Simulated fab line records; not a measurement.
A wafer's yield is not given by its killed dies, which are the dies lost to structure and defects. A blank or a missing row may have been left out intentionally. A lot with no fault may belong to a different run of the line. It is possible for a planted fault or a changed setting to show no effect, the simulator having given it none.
fab line records / flow nandHarc
[record] lots = 12 wafers = 36 lastDay = 34
route steps=1302 shown A_STAIRCASE@832 END@1302
lots with no fault: from the same line, run without faults
startH: the number of hours between the record's first day and the start of the first shown wafer of the lot / waitH: how many hours have passed since the lot's step before this one / " identical to the entry in the row above / L1.1+2: several wafers, shown together as one row / - no value, or no start given / * or withheld: withheld / < > ~ a bound
route shown NAME@n: names a module that has steps shown in the file, with the first one's number in the route / usual: mean/standard deviation of fault-free wafers / same: alike in all rows / chamber/n: place in a boat / sites: the reading at each site / _std_site: the values' standard deviation / _edge_site: mean of outer sites minus mean of inner sites / radiusMm: how far each site lies from the wafer's centre / mask NAME#n: copy n / behind: the most recent tool/chamber to have shaped the wafer / hold: what put the lot on hold/how long, in hours/how the hold closed / device: the transistor (n, p or np) that didn't switch / end of line: the route-end tests of the same wafers / where a step has no rows: the recipe by itself / killed: not the wafer's yield, but the dies lost to structure and defects at the first sort / map: the dies of a wafer, with x for killed, . for not killed, _ for no die there
set.NAME: setting as actually run; set.NAME@STEP: the setting as run at that earlier step / model.NAME: the simulator's own value behind a step, which no gauge read
steps of the route over a sample of lots; a table a step, a row a wafer
services: a tool's chamber out of use, with start hour (startH, from the record's first day; less than 0 if before it), hours out, and reason
[[steps]]
[step NHARC_A_STAIRCASE_HM_OPEN_463]
[recipe] o2FlowSccm = 400 cosFlowSccm = 20 arFlowSccm = 0 rfW = 500 biasW = 300 chemistry = O2/COS
[usual] cosFlowSccm = 20.00/0.062 drypumpMotorCurrentA = 5.9/0.39 oesProductAu = 1.002/0.0074 rfVppV = 468/3.2 showerheadPlenumPTorr = 3.16/0.15 throttleValvePct = 28.329/0.0087
lot.wafer=L986.2 tool=rieDiel-05 chamber=3 startH=- waitH=- cosFlowSccm=20.11 drypumpMotorCurrentA=5.5 oesProductAu=1.002 rfHoursCounterH=52 rfVppV=467 showerheadPlenumPTorr=3.07 throttleValvePct=28.339
lot.wafer=L986.3 tool=rieDiel-05 chamber=0 startH=- waitH=- cosFlowSccm=19.97 drypumpMotorCurrentA=6.2 oesProductAu=1.004 rfHoursCounterH=50 rfVppV=469 showerheadPlenumPTorr=3.24 throttleValvePct=28.319
lot.wafer=L986.6 tool=rieDiel-05 chamber=3 startH=- waitH=- cosFlowSccm=20.01 drypumpMotorCurrentA=5.5 oesProductAu=0.998 rfHoursCounterH=- rfVppV=466 showerheadPlenumPTorr=3.07 throttleValvePct=28.335
lot.wafer=L985.4 tool=rieDiel-05 chamber=1 startH=- waitH=- cosFlowSccm=19.82 drypumpMotorCurrentA=5.5 oesProductAu=1.017 rfHoursCounterH=50 rfVppV=471 showerheadPlenumPTorr=3.29 throttleValvePct=28.337
lot.wafer=L985.3 tool=rieDiel-05 chamber=3 startH=- waitH=- cosFlowSccm=20.02 drypumpMotorCurrentA=5.5 oesProductAu=1.001 rfHoursCounterH=52 rfVppV=466 showerheadPlenumPTorr=3.07 throttleValvePct=28.330
lot.wafer=L985.1 tool=rieDiel-05 chamber=0 startH=- waitH=- cosFlowSccm=20.04 drypumpMotorCurrentA=6.2 oesProductAu=1.002 rfHoursCounterH=51 rfVppV=469 showerheadPlenumPTorr=3.24 throttleValvePct=28.331
lot.wafer=L984.4 tool=rieDiel-05 chamber=2 startH=- waitH=- cosFlowSccm=20.04 drypumpMotorCurrentA=5.3 oesProductAu=1.000 rfHoursCounterH=49 rfVppV=470 showerheadPlenumPTorr=3.23 throttleValvePct=28.331
lot.wafer=L984.2 tool=rieDiel-05 chamber=0 startH=- waitH=- cosFlowSccm=20.02 drypumpMotorCurrentA=6.2 oesProductAu=1.007 rfHoursCounterH=51 rfVppV=470 showerheadPlenumPTorr=3.24 throttleValvePct=28.329
lot.wafer=L984.3 tool=rieDiel-05 chamber=1 startH=- waitH=- cosFlowSccm=20.03 drypumpMotorCurrentA=5.5 oesProductAu=0.996 rfHoursCounterH=50 rfVppV=469 showerheadPlenumPTorr=3.29 throttleValvePct=28.333
lot.wafer=L990.3 tool=rieDiel-13 chamber=0 startH=- waitH=- cosFlowSccm=19.99 drypumpMotorCurrentA=6.4 oesProductAu=0.989 rfHoursCounterH=25 rfVppV=465 showerheadPlenumPTorr=2.97 throttleValvePct=28.326
lot.wafer=L990.4 tool=rieDiel-13 chamber=1 startH=- waitH=- cosFlowSccm=19.93 drypumpMotorCurrentA=6.4 oesProductAu=1.000 rfHoursCounterH=24 rfVppV=468 showerheadPlenumPTorr=3.24 throttleValvePct=28.325
lot.wafer=L990.5 tool=rieDiel-13 chamber=0 startH=- waitH=- cosFlowSccm=20.04 drypumpMotorCurrentA=6.4 oesProductAu=0.999 rfHoursCounterH=- rfVppV=463 showerheadPlenumPTorr=2.97 throttleValvePct=28.322
lot.wafer=L994.3 tool=rieDiel-13 chamber=2 startH=- waitH=- cosFlowSccm=19.92 drypumpMotorCurrentA=6.2 oesProductAu=0.992 rfHoursCounterH=42 rfVppV=472 showerheadPlenumPTorr=3.35 throttleValvePct=28.330
lot.wafer=L994.4 tool=rieDiel-13 chamber=3 startH=- waitH=- cosFlowSccm=19.99 drypumpMotorCurrentA=6.1 oesProductAu=1.006 rfHoursCounterH=42 rfVppV=464 showerheadPlenumPTorr=2.95 throttleValvePct=28.333
lot.wafer=L994.6 tool=rieDiel-13 chamber=0 startH=- waitH=- cosFlowSccm=19.92 drypumpMotorCurrentA=6.5 oesProductAu=0.997 rfHoursCounterH=- rfVppV=464 showerheadPlenumPTorr=2.96 throttleValvePct=28.326
lot.wafer=L995.3 tool=rieDiel-05 chamber=2 startH=- waitH=- cosFlowSccm=20.02 drypumpMotorCurrentA=5.3 oesProductAu=1.001 rfHoursCounterH=28 rfVppV=469 showerheadPlenumPTorr=3.21 throttleValvePct=28.318
lot.wafer=L995.5 tool=rieDiel-05 chamber=1 startH=- waitH=- cosFlowSccm=20.08 drypumpMotorCurrentA=5.4 oesProductAu=1.010 rfHoursCounterH=- rfVppV=470 showerheadPlenumPTorr=3.27 throttleValvePct=28.330
lot.wafer=L995.6 tool=rieDiel-05 chamber=2 startH=- waitH=- cosFlowSccm=19.95 drypumpMotorCurrentA=5.3 oesProductAu=1.015 rfHoursCounterH=- rfVppV=470 showerheadPlenumPTorr=3.21 throttleValvePct=28.322
lot.wafer=L996.2 tool=rieDiel-13 chamber=0 startH=- waitH=- cosFlowSccm=20.02 drypumpMotorCurrentA=6.4 oesProductAu=1.003 rfHoursCounterH=50 rfVppV=464 showerheadPlenumPTorr=2.96 throttleValvePct=28.360
lot.wafer=L996.4 tool=rieDiel-13 chamber=1 startH=- waitH=- cosFlowSccm=19.99 drypumpMotorCurrentA=6.4 oesProductAu=1.001 rfHoursCounterH=50 rfVppV=471 showerheadPlenumPTorr=3.23 throttleValvePct=28.314
lot.wafer=L996.6 tool=rieDiel-13 chamber=0 startH=- waitH=- cosFlowSccm=20.05 drypumpMotorCurrentA=6.5 oesProductAu=1.007 rfHoursCounterH=- rfVppV=464 showerheadPlenumPTorr=2.96 throttleValvePct=28.327
lot.wafer=L999.2 tool=rieDiel-07 chamber=3 startH=- waitH=- cosFlowSccm=19.98 drypumpMotorCurrentA=6.2 oesProductAu=0.993 rfHoursCounterH=15 rfVppV=471 showerheadPlenumPTorr=3.28 throttleValvePct=28.309
lot.wafer=L999.3 tool=rieDiel-07 chamber=0 startH=- waitH=- cosFlowSccm=20.01 drypumpMotorCurrentA=6.1 oesProductAu=1.001 rfHoursCounterH=15 rfVppV=473 showerheadPlenumPTorr=3.36 throttleValvePct=28.332
lot.wafer=L999.4 tool=rieDiel-07 chamber=1 startH=- waitH=- cosFlowSccm=19.94 drypumpMotorCurrentA=5.7 oesProductAu=1.003 rfHoursCounterH=- rfVppV=464 showerheadPlenumPTorr=2.93 throttleValvePct=28.334
lot.wafer=L103.2 tool=rieDiel-05 chamber=2 startH=- waitH=- cosFlowSccm=20.06 drypumpMotorCurrentA=5.3 oesProductAu=1.009 rfHoursCounterH=52 rfVppV=469 showerheadPlenumPTorr=3.20 throttleValvePct=28.325
lot.wafer=L103.1 tool=rieDiel-05 chamber=3 startH=- waitH=- cosFlowSccm=20.06 drypumpMotorCurrentA=5.5 oesProductAu=0.994 rfHoursCounterH=48 rfVppV=467 showerheadPlenumPTorr=3.05 throttleValvePct=28.338
lot.wafer=L103.4 tool=rieDiel-05 chamber=0 startH=- waitH=- cosFlowSccm=19.95 drypumpMotorCurrentA=6.2 oesProductAu=0.997 rfHoursCounterH=49 rfVppV=468 showerheadPlenumPTorr=3.21 throttleValvePct=28.320
lot.wafer=L104.1 tool=rieDiel-07 chamber=3 startH=- waitH=- cosFlowSccm=20.03 drypumpMotorCurrentA=6.2 oesProductAu=0.994 rfHoursCounterH=45 rfVppV=470 showerheadPlenumPTorr=3.26 throttleValvePct=28.330
lot.wafer=L104.2 tool=rieDiel-07 chamber=1 startH=- waitH=- cosFlowSccm=20.11 drypumpMotorCurrentA=5.7 oesProductAu=0.991 rfHoursCounterH=40 rfVppV=465 showerheadPlenumPTorr=2.92 throttleValvePct=28.343
lot.wafer=L104.4 tool=rieDiel-07 chamber=2 startH=- waitH=- cosFlowSccm=20.00 drypumpMotorCurrentA=6.0 oesProductAu=1.005 rfHoursCounterH=14 rfVppV=467 showerheadPlenumPTorr=3.06 throttleValvePct=28.326
lot.wafer=L106.4 tool=rieDiel-05 chamber=2 startH=- waitH=- cosFlowSccm=19.97 drypumpMotorCurrentA=5.3 oesProductAu=1.001 rfHoursCounterH=2 rfVppV=470 showerheadPlenumPTorr=3.19 throttleValvePct=28.346
lot.wafer=L106.2 tool=rieDiel-05 chamber=0 startH=- waitH=- cosFlowSccm=20.13 drypumpMotorCurrentA=6.2 oesProductAu=1.003 rfHoursCounterH=2 rfVppV=470 showerheadPlenumPTorr=3.21 throttleValvePct=28.318
lot.wafer=L106.6 tool=rieDiel-05 chamber=2 startH=- waitH=- cosFlowSccm=20.02 drypumpMotorCurrentA=5.3 oesProductAu=0.999 rfHoursCounterH=- rfVppV=469 showerheadPlenumPTorr=3.19 throttleValvePct=28.321
lot.wafer=L107.4 tool=rieDiel-13 chamber=1 startH=- waitH=- cosFlowSccm=20.07 drypumpMotorCurrentA=6.4 oesProductAu=1.004 rfHoursCounterH=31 rfVppV=470 showerheadPlenumPTorr=3.21 throttleValvePct=28.337
lot.wafer=L107.2 tool=rieDiel-13 chamber=3 startH=- waitH=- cosFlowSccm=20.07 drypumpMotorCurrentA=6.1 oesProductAu=0.994 rfHoursCounterH=28 rfVppV=462 showerheadPlenumPTorr=2.93 throttleValvePct=28.314
lot.wafer=L107.6 tool=rieDiel-13 chamber=1 startH=- waitH=- cosFlowSccm=20.02 drypumpMotorCurrentA=6.4 oesProductAu=1.006 rfHoursCounterH=- rfVppV=470 showerheadPlenumPTorr=3.21 throttleValvePct=28.349
[step NHARC_A_STAIRCASE_ETCH_315]
[recipe] targetDepthA = 25000 timeS = 607.1 ionEnergyEv = 800 c4f8FlowSccm = 80 o2FlowSccm = 60 arFlowSccm = withheld rfW = 600 biasW = 3000 chemistry = C4F8/O2/Ar
[usual] oesProductAu = 0.932/0.0092 rfVppV = 1829/12
lot.wafer=L986.2 tool=rieDiel-05 chamber=2 startH=- waitH=- oesProductAu=0.930 rfHoursCounterH=48 rfVppV=1836
lot.wafer=L986.3 tool=rieDiel-05 chamber=0 startH=- waitH=- oesProductAu=0.928 rfHoursCounterH=50 rfVppV=1837
lot.wafer=L986.6 tool=rieDiel-05 chamber=3 startH=- waitH=- oesProductAu=0.927 rfHoursCounterH=- rfVppV=1822
lot.wafer=L985.1 tool=rieDiel-05 chamber=3 startH=- waitH=- oesProductAu=0.918 rfHoursCounterH=52 rfVppV=1823
lot.wafer=L985.3 tool=rieDiel-05 chamber=0 startH=- waitH=- oesProductAu=0.929 rfHoursCounterH=51 rfVppV=1835
lot.wafer=L985.4 tool=rieDiel-05 chamber=2 startH=- waitH=- oesProductAu=0.930 rfHoursCounterH=49 rfVppV=1836
lot.wafer=L984.3 tool=rieDiel-05 chamber=2 startH=- waitH=- oesProductAu=0.938 rfHoursCounterH=49 rfVppV=1836
lot.wafer=L984.2 tool=rieDiel-05 chamber=3 startH=- waitH=- oesProductAu=0.924 rfHoursCounterH=53 rfVppV=1822
lot.wafer=L984.4 tool=rieDiel-05 chamber=0 startH=- waitH=- oesProductAu=0.925 rfHoursCounterH=51 rfVppV=1837
lot.wafer=L990.4 tool=rieDiel-13 chamber=2 startH=- waitH=- oesProductAu=0.932 rfHoursCounterH=25 rfVppV=1845
lot.wafer=L990.3 tool=rieDiel-13 chamber=3 startH=- waitH=- oesProductAu=0.932 rfHoursCounterH=26 rfVppV=1813
lot.wafer=L990.5 tool=rieDiel-13 chamber=3 startH=- waitH=- oesProductAu=0.931 rfHoursCounterH=- rfVppV=1812
lot.wafer=L994.4 tool=rieDiel-13 chamber=3 startH=- waitH=- oesProductAu=0.944 rfHoursCounterH=42 rfVppV=1813
lot.wafer=L994.3 tool=rieDiel-13 chamber=1 startH=- waitH=- oesProductAu=0.940 rfHoursCounterH=43 rfVppV=1836
lot.wafer=L994.6 tool=rieDiel-13 chamber=3 startH=- waitH=- oesProductAu=0.934 rfHoursCounterH=- rfVppV=1812
lot.wafer=L995.3 tool=rieDiel-05 chamber=3 startH=- waitH=- oesProductAu=0.931 rfHoursCounterH=23 rfVppV=1824
lot.wafer=L995.5 tool=rieDiel-05 chamber=2 startH=- waitH=- oesProductAu=0.941 rfHoursCounterH=- rfVppV=1834
lot.wafer=L995.6 tool=rieDiel-05 chamber=3 startH=- waitH=- oesProductAu=0.926 rfHoursCounterH=- rfVppV=1823
lot.wafer=L996.2 tool=rieDiel-13 chamber=1 startH=- waitH=- oesProductAu=0.935 rfHoursCounterH=50 rfVppV=1837
lot.wafer=L996.4 tool=rieDiel-13 chamber=2 startH=- waitH=- oesProductAu=0.939 rfHoursCounterH=52 rfVppV=1845
lot.wafer=L996.6 tool=rieDiel-13 chamber=0 startH=- waitH=- oesProductAu=0.934 rfHoursCounterH=- rfVppV=1814
lot.wafer=L999.2 tool=rieDiel-07 chamber=3 startH=- waitH=- oesProductAu=0.923 rfHoursCounterH=15 rfVppV=1839
lot.wafer=L999.3 tool=rieDiel-07 chamber=1 startH=- waitH=- oesProductAu=0.929 rfHoursCounterH=13 rfVppV=1809
lot.wafer=L999.4 tool=rieDiel-07 chamber=1 startH=- waitH=- oesProductAu=0.924 rfHoursCounterH=- rfVppV=1810
lot.wafer=L103.2 tool=rieDiel-05 chamber=0 startH=- waitH=- oesProductAu=0.936 rfHoursCounterH=49 rfVppV=1833
lot.wafer=L103.4 tool=rieDiel-05 chamber=1 startH=- waitH=- oesProductAu=0.946 rfHoursCounterH=49 rfVppV=1838
lot.wafer=L103.1 tool=rieDiel-05 chamber=2 startH=- waitH=- oesProductAu=0.948 rfHoursCounterH=52 rfVppV=1834
lot.wafer=L104.4 tool=rieDiel-07 chamber=2 startH=- waitH=- oesProductAu=0.943 rfHoursCounterH=14 rfVppV=1822
lot.wafer=L104.1 tool=rieDiel-07 chamber=3 startH=- waitH=- oesProductAu=0.927 rfHoursCounterH=45 rfVppV=1839
lot.wafer=L104.2 tool=rieDiel-07 chamber=0 startH=- waitH=- oesProductAu=0.931 rfHoursCounterH=42 rfVppV=1846
lot.wafer=L106.2 tool=rieDiel-05 chamber=1 startH=- waitH=- oesProductAu=0.934 rfHoursCounterH=3 rfVppV=1836
lot.wafer=L106.4 tool=rieDiel-05 chamber=2 startH=- waitH=- oesProductAu=0.935 rfHoursCounterH=3 rfVppV=1832
lot.wafer=L106.6 tool=rieDiel-05 chamber=3 startH=- waitH=- oesProductAu=0.926 rfHoursCounterH=- rfVppV=1820
lot.wafer=L107.4 tool=rieDiel-13 chamber=0 startH=- waitH=- oesProductAu=0.924 rfHoursCounterH=31 rfVppV=1812
lot.wafer=L107.2 tool=rieDiel-13 chamber=1 startH=- waitH=- oesProductAu=0.922 rfHoursCounterH=31 rfVppV=1835
lot.wafer=L107.6 tool=rieDiel-13 chamber=0 startH=- waitH=- oesProductAu=0.921 rfHoursCounterH=- rfVppV=1811
[step NHARC_A_STAIRCASE_DEP_151]
[recipe] targetThkA = 72000 tempC = 400 targetThkNm = 7200 teosFlowSccm = 200 rfW = 500 material = SiO2
[usual] heaterPowerW = 621/120
lot.wafer=L986.3 tool=pecvd-01 chamber=2 startH=409.27 waitH=0.4 heaterPowerW=695
lot.wafer=L986.2 tool=pecvd-01 chamber=0 startH=409.27 waitH=0.4 heaterPowerW=707
lot.wafer=L986.6 tool=pecvd-01 chamber=2 startH=409.27 waitH=0.4 heaterPowerW=542
lot.wafer=L985.1 tool=pecvd-03 chamber=2 startH=409.39 waitH=0.5 heaterPowerW=752
lot.wafer=L985.3 tool=pecvd-03 chamber=0 startH=409.39 waitH=0.5 heaterPowerW=681
lot.wafer=L985.4 tool=pecvd-03 chamber=0 startH=409.39 waitH=0.5 heaterPowerW=566
lot.wafer=L984.3 tool=pecvd-03 chamber=1 startH=413.15 waitH=0.4 heaterPowerW=879
lot.wafer=L984.2 tool=pecvd-03 chamber=0 startH=413.15 waitH=0.4 heaterPowerW=589
lot.wafer=L984.4 tool=pecvd-03 chamber=1 startH=413.15 waitH=0.4 heaterPowerW=793
lot.wafer=L990.3 tool=pecvd-01 chamber=1 startH=451.00 waitH=0.6 heaterPowerW=619
lot.wafer=L990.4 tool=pecvd-01 chamber=2 startH=451.00 waitH=0.6 heaterPowerW=552
lot.wafer=L990.5 tool=pecvd-01 chamber=0 startH=451.00 waitH=0.6 heaterPowerW=589
lot.wafer=L994.3 tool=pecvd-02 chamber=1 startH=503.27 waitH=0.6 heaterPowerW=551
lot.wafer=L994.6 tool=pecvd-02 chamber=2 startH=503.27 waitH=0.6 heaterPowerW=389
lot.wafer=L994.4 tool=pecvd-02 chamber=1 startH=503.27 waitH=0.6 heaterPowerW=475
lot.wafer=L995.3 tool=pecvd-03 chamber=2 startH=507.62 waitH=0.6 heaterPowerW=695
lot.wafer=L995.5 tool=pecvd-03 chamber=0 startH=507.62 waitH=0.6 heaterPowerW=556
lot.wafer=L995.6 tool=pecvd-03 chamber=1 startH=507.62 waitH=0.6 heaterPowerW=795
lot.wafer=L996.2 tool=pecvd-02 chamber=0 startH=527.78 waitH=0.5 heaterPowerW=663
lot.wafer=L996.6 tool=pecvd-02 chamber=2 startH=527.78 waitH=0.5 heaterPowerW=378
lot.wafer=L996.4 tool=pecvd-02 chamber=0 startH=527.78 waitH=0.5 heaterPowerW=548
lot.wafer=L999.2 tool=pecvd-01 chamber=0 startH=535.25 waitH=0.4 heaterPowerW=597
lot.wafer=L999.3 tool=pecvd-01 chamber=1 startH=535.25 waitH=0.4 heaterPowerW=627
lot.wafer=L999.4 tool=pecvd-01 chamber=2 startH=535.25 waitH=0.4 heaterPowerW=547
lot.wafer=L103.1 tool=pecvd-03 chamber=1 startH=582.10 waitH=0.5 heaterPowerW=853
lot.wafer=L103.2 tool=pecvd-03 chamber=2 startH=582.10 waitH=0.5 heaterPowerW=616
lot.wafer=L103.4 tool=pecvd-03 chamber=0 startH=582.10 waitH=0.5 heaterPowerW=589
lot.wafer=L104.2 tool=pecvd-01 chamber=0 startH=605.24 waitH=0.4 heaterPowerW=744
lot.wafer=L104.1 tool=pecvd-01 chamber=2 startH=605.24 waitH=0.4 heaterPowerW=562
lot.wafer=L104.4 tool=pecvd-01 chamber=1 startH=605.24 waitH=0.4 heaterPowerW=544
lot.wafer=L106.2 tool=pecvd-01 chamber=1 startH=615.78 waitH=0.5 heaterPowerW=633
lot.wafer=L106.6 tool=pecvd-01 chamber=0 startH=615.78 waitH=0.5 heaterPowerW=598
lot.wafer=L106.4 tool=pecvd-01 chamber=2 startH=615.78 waitH=0.5 heaterPowerW=544
lot.wafer=L107.2 tool=pecvd-03 chamber=2 startH=638.82 waitH=0.5 heaterPowerW=642
lot.wafer=L107.6 tool=pecvd-03 chamber=1 startH=638.82 waitH=0.5 heaterPowerW=744
lot.wafer=L107.4 tool=pecvd-03 chamber=2 startH=638.82 waitH=0.5 heaterPowerW=594
[step NHARC_A_STAIRCASE_EXPOSE_438]
[recipe] na = 0.5 doseMj = 28.97 maskId = STAIR_REV
[usual] exposureDoseMJCm2 = 28.98/0.031
lot.wafer=L985.1 tool=krfScanner-02 chamber=0 startH=433.24 waitH=- mask=STAIR_REV#0 exposureDoseMJCm2=29.02
lot.wafer=L985.3 tool=krfScanner-02 chamber=0 startH=433.24 waitH=- mask=STAIR_REV#0 exposureDoseMJCm2=28.96
lot.wafer=L985.4 tool=krfScanner-02 chamber=0 startH=433.24 waitH=- mask=STAIR_REV#0 exposureDoseMJCm2=28.98
lot.wafer=L986.2 tool=krfScanner-02 chamber=0 startH=433.28 waitH=- mask=STAIR_REV#0 exposureDoseMJCm2=28.95
lot.wafer=L986.3 tool=krfScanner-02 chamber=0 startH=433.28 waitH=- mask=STAIR_REV#0 exposureDoseMJCm2=28.94
lot.wafer=L986.6 tool=krfScanner-02 chamber=0 startH=433.28 waitH=- mask=STAIR_REV#0 exposureDoseMJCm2=29.01
lot.wafer=L984.2 tool=krfScanner-03 chamber=0 startH=438.15 waitH=- mask=STAIR_REV#0 exposureDoseMJCm2=28.99
lot.wafer=L984.3 tool=krfScanner-03 chamber=0 startH=438.15 waitH=- mask=STAIR_REV#0 exposureDoseMJCm2=29.03
lot.wafer=L984.4 tool=krfScanner-03 chamber=0 startH=438.15 waitH=- mask=STAIR_REV#0 exposureDoseMJCm2=29.01
lot.wafer=L990.3 tool=krfScanner-03 chamber=0 startH=474.60 waitH=- mask=STAIR_REV#0 exposureDoseMJCm2=29.03
lot.wafer=L990.4 tool=krfScanner-03 chamber=0 startH=474.60 waitH=- mask=STAIR_REV#0 exposureDoseMJCm2=28.93
lot.wafer=L990.5 tool=krfScanner-03 chamber=0 startH=474.60 waitH=- mask=STAIR_REV#0 exposureDoseMJCm2=28.95
lot.wafer=L994.3 tool=krfScanner-03 chamber=0 startH=528.20 waitH=- mask=STAIR_REV#0 exposureDoseMJCm2=28.99
lot.wafer=L994.4 tool=krfScanner-03 chamber=0 startH=528.20 waitH=- mask=STAIR_REV#0 exposureDoseMJCm2=28.94
lot.wafer=L994.6 tool=krfScanner-03 chamber=0 startH=528.20 waitH=- mask=STAIR_REV#0 exposureDoseMJCm2=28.98
lot.wafer=L995.3 tool=krfScanner-03 chamber=0 startH=537.66 waitH=- mask=STAIR_REV#0 exposureDoseMJCm2=28.94
lot.wafer=L995.5 tool=krfScanner-03 chamber=0 startH=537.66 waitH=- mask=STAIR_REV#0 exposureDoseMJCm2=28.94
lot.wafer=L995.6 tool=krfScanner-03 chamber=0 startH=537.66 waitH=- mask=STAIR_REV#0 exposureDoseMJCm2=28.90
lot.wafer=L996.2 tool=krfScanner-02 chamber=0 startH=554.43 waitH=- mask=STAIR_REV#0 exposureDoseMJCm2=28.98
lot.wafer=L996.4 tool=krfScanner-02 chamber=0 startH=554.43 waitH=- mask=STAIR_REV#0 exposureDoseMJCm2=28.95
lot.wafer=L996.6 tool=krfScanner-02 chamber=0 startH=554.43 waitH=- mask=STAIR_REV#0 exposureDoseMJCm2=28.92
lot.wafer=L999.2 tool=krfScanner-02 chamber=0 startH=558.85 waitH=- mask=STAIR_REV#0 exposureDoseMJCm2=28.97
lot.wafer=L999.3 tool=krfScanner-02 chamber=0 startH=558.85 waitH=- mask=STAIR_REV#0 exposureDoseMJCm2=28.99
lot.wafer=L999.4 tool=krfScanner-02 chamber=0 startH=558.85 waitH=- mask=STAIR_REV#0 exposureDoseMJCm2=28.99
lot.wafer=L103.1 tool=krfScanner-02 chamber=0 startH=603.47 waitH=- mask=STAIR_REV#0 exposureDoseMJCm2=29.74
lot.wafer=L103.2 tool=krfScanner-02 chamber=0 startH=603.47 waitH=- mask=STAIR_REV#0 exposureDoseMJCm2=29.72
lot.wafer=L103.4 tool=krfScanner-02 chamber=0 startH=603.47 waitH=- mask=STAIR_REV#0 exposureDoseMJCm2=29.69
lot.wafer=L104.1 tool=krfScanner-02 chamber=0 startH=630.97 waitH=- mask=STAIR_REV#0 exposureDoseMJCm2=29.66
lot.wafer=L104.2 tool=krfScanner-02 chamber=0 startH=630.97 waitH=- mask=STAIR_REV#0 exposureDoseMJCm2=29.67
lot.wafer=L104.4 tool=krfScanner-02 chamber=0 startH=630.97 waitH=- mask=STAIR_REV#0 exposureDoseMJCm2=29.69
lot.wafer=L106.2 tool=krfScanner-02 chamber=0 startH=641.14 waitH=- mask=STAIR_REV#0 exposureDoseMJCm2=29.67
lot.wafer=L106.4 tool=krfScanner-02 chamber=0 startH=641.14 waitH=- mask=STAIR_REV#0 exposureDoseMJCm2=29.69
lot.wafer=L106.6 tool=krfScanner-02 chamber=0 startH=641.14 waitH=- mask=STAIR_REV#0 exposureDoseMJCm2=29.69
lot.wafer=L107.2 tool=krfScanner-04 chamber=0 startH=667.34 waitH=- mask=STAIR_REV#0 exposureDoseMJCm2=29.01
lot.wafer=L107.4 tool=krfScanner-04 chamber=0 startH=667.34 waitH=- mask=STAIR_REV#0 exposureDoseMJCm2=29.03
lot.wafer=L107.6 tool=krfScanner-04 chamber=0 startH=667.34 waitH=- mask=STAIR_REV#0 exposureDoseMJCm2=29.01
[step NHARC_END_SORT_01]
[recipe] tempC = 25
[usual] killedAtArray = 56/21 killedAtOther = 1.2/1.6 killedAtPeriphery = 3.7/2.5 killedDies = 61/21 killedOpen = 3.1/1.8 killedShort = 2.8/1.7
[same] grossDies = 677
lot.wafer=L104.1 tool=prober-01 chamber=0 startH=772.41 waitH=2.5 killedAtArray=77 killedAtOther=0 killedAtPeriphery=3 killedDies=80 killedOpen=3 killedShort=2
lot.wafer=L104.2 tool=prober-01 chamber=0 startH=773.22 waitH=2.8 killedAtArray=81 killedAtOther=1 killedAtPeriphery=5 killedDies=87 killedOpen=6 killedShort=3
lot.wafer=L104.4 tool=prober-01 chamber=0 startH=774.83 waitH=3.4 killedAtArray=70 killedAtOther=5 killedAtPeriphery=0 killedDies=75 killedOpen=0 killedShort=3
// killed by level:class
L104.1 A_SLIT:chamberFilmFlake=25 A_CHANNEL_HOLE_D2:chamberFilmFlake=24 A_CHANNEL_HOLE_D1:chamberFilmFlake=10 A_CONTACT:chamberFilmFlake=7 A_M0:chamberFilmFlake=5 P_GATE:geometricParticle:open=1 P_M2:geometricParticle:open=1 A_ONON_D1:geometricParticle:short=1
L104.2 A_SLIT:chamberFilmFlake=31 A_CHANNEL_HOLE_D2:chamberFilmFlake=20 A_CHANNEL_HOLE_D1:chamberFilmFlake=12 A_CONTACT:chamberFilmFlake=7 A_CHANNEL_FILL_D1:chamberFilmFlake=3 P_GATE:chamberFilmFlake=2 P_STI:geometricParticle:open=1 P_GATE:geometricParticle:open=1
L104.4 A_SLIT:chamberFilmFlake=26 A_CHANNEL_HOLE_D2:chamberFilmFlake=21 A_CHANNEL_HOLE_D1:chamberFilmFlake=8 A_M0:chamberFilmFlake=7 THIN_TSV:chamberFilmFlake=5 A_CONTACT:chamberFilmFlake=3 A_ONON_D1:geometricParticle:short=1 A_WL_FILL:geometricParticle:short=1
[[services]]
tool=pecvd-03 chamber=- startH=376.59 hours=5.1 kind=repair
tool=pecvd-03 chamber=2 startH=384.68 hours=16.1 kind=repair
tool=krfScanner-03 chamber=- startH=396.00 hours=4.0 kind=pm
tool=krfScanner-02 chamber=- startH=396.56 hours=9.9 kind=repair
tool=rieDiel-05 chamber=3 startH=399.97 hours=5.3 kind=repair
tool=rieDiel-07 chamber=1 startH=400.98 hours=15.2 kind=repair
tool=rieDiel-05 chamber=- startH=407.97 hours=9.0 kind=pm
tool=krfScanner-02 chamber=- startH=419.77 hours=1.4 kind=repair
tool=krfScanner-02 chamber=- startH=421.92 hours=7.7 kind=repair
tool=rieDiel-05 chamber=3 startH=438.00 hours=8.6 kind=repair
tool=krfScanner-02 chamber=- startH=438.00 hours=4.0 kind=pm
tool=rieDiel-05 chamber=1 startH=447.27 hours=2.6 kind=repair
tool=krfScanner-02 chamber=- startH=454.43 hours=1.5 kind=repair
tool=pecvd-03 chamber=0 startH=480.89 hours=9.1 kind=repair
tool=pecvd-01 chamber=- startH=492.00 hours=13.0 kind=pm
tool=krfScanner-02 chamber=- startH=504.47 hours=1.5 kind=repair
tool=rieDiel-13 chamber=- startH=521.21 hours=9.0 kind=pm
tool=pecvd-03 chamber=- startH=547.35 hours=13.0 kind=pm
tool=krfScanner-02 chamber=- startH=556.65 hours=0.1 kind=repair
tool=rieDiel-05 chamber=- startH=584.97 hours=9.0 kind=pm
tool=pecvd-03 chamber=0 startH=588.85 hours=17.7 kind=repair
tool=rieDiel-13 chamber=- startH=597.85 hours=0.8 kind=repair
tool=rieDiel-05 chamber=2 startH=602.38 hours=11.2 kind=repair
tool=krfScanner-02 chamber=- startH=610.00 hours=4.0 kind=pm
[[key]]
[firstSign] step = NHARC_A_STAIRCASE_EXPOSE_438 reading = exposureDoseMJCm2 direction = up sigmas = 23 usual = 28.98 struck = 29.69
effect none on later readings
metAt NHARC_A_STAIRCASE_EXPOSE_438
struckLots L103,L104,L106
testerLeftOut L103,L104,L106
notActingAt NHARC_A_STAIRCASE_HM_OPEN_463,NHARC_A_STAIRCASE_ETCH_315,NHARC_A_STAIRCASE_DEP_151
onsetBetween 558.85 603.47
[fault] kind = processParameterDrift tool = krfScanner-02 chamber = - onsetH = 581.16 steps = NHARC_A_STAIRCASE_EXPOSE_438 channel = doseMj offset = 0.71696 shape = step actsIn = theseRecipesOnly stated = 28.97
// testerLeftOut: of these lots the tester's yield and bins aren't shown, on N5 and GAA mostly nor the transistor test; their killed dies are dies lost to structure and defects alone, not to doping, threshold or leakage, so they don't give the yield
